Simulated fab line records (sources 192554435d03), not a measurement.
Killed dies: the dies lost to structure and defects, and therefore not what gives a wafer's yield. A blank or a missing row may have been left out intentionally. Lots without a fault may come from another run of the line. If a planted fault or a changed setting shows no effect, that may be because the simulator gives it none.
Matching of chambers    flow n5_finfet    N5_BEOL_M8_PECVD_70 on pecvd-04 has 3 sister chambers
The step deposits SiO2 from TEOS/O2, target thk 20 nm, time 22.7 s. 6 wafers are shown with their chamber, then 12 later ones without.

EACH WAFER AND ITS CHAMBER
wafer   chamber  throttle_valve_pct (%)  showerhead_plenum_p_Torr (Torr)
L089.4  2        23.5                    8.73
L089.6  0        23.0                    8.81
L088.4  0        22.9                    8.86
L091.2  2        23.5                    8.74
L091.3  1        21.1                    8.80
L091.4  1        21.4                    8.78

WAFERS WHOSE CHAMBER IS MISSING
wafer   throttle_valve_pct (%)  showerhead_plenum_p_Torr (Torr)
L092.2  23.4                    8.74
L092.4  21.4                    8.77
L092.5  22.9                    8.84
L093.2  23.0                    8.85
L093.3  21.3                    8.80
L093.4  21.4                    8.77
L095.1  21.1                    8.79
L095.3  23.4                    8.73
L095.6  23.0                    8.83
L097.1  23.4                    8.72
L097.2  21.1                    8.78
L097.5  23.1                    8.84

EACH ONE'S CHAMBER
wafer   from the rows above  in truth
L092.2  2                    2
L092.4  1                    1
L092.5  0                    0
L093.2  0                    0
L093.3  1                    1
L093.4  1                    1
L095.1  1                    1
L095.3  2                    2
L095.6  0                    0
L097.1  2                    2
L097.2  1                    1
L097.5  0                    0
Correct placement for 12 of the 12. Can't be placed from these rows: 0. 0 placed wrongly.
How it was worked out, from the rows above alone: a wafer's distance from a chamber is the root of the sum, over the readings, of the square of ((its reading less the chamber's mean) divided by the reading's scatter). If the next closest chamber is less than 2 further off than the closest, the wafer can't be placed; otherwise it belongs to the closest. Each chamber's mean is taken over the wafers shown for it. The scatter: take each reading less its chamber's mean, square it, sum over the shown wafers, divide by the number of wafers less the number of chambers, and take the root.
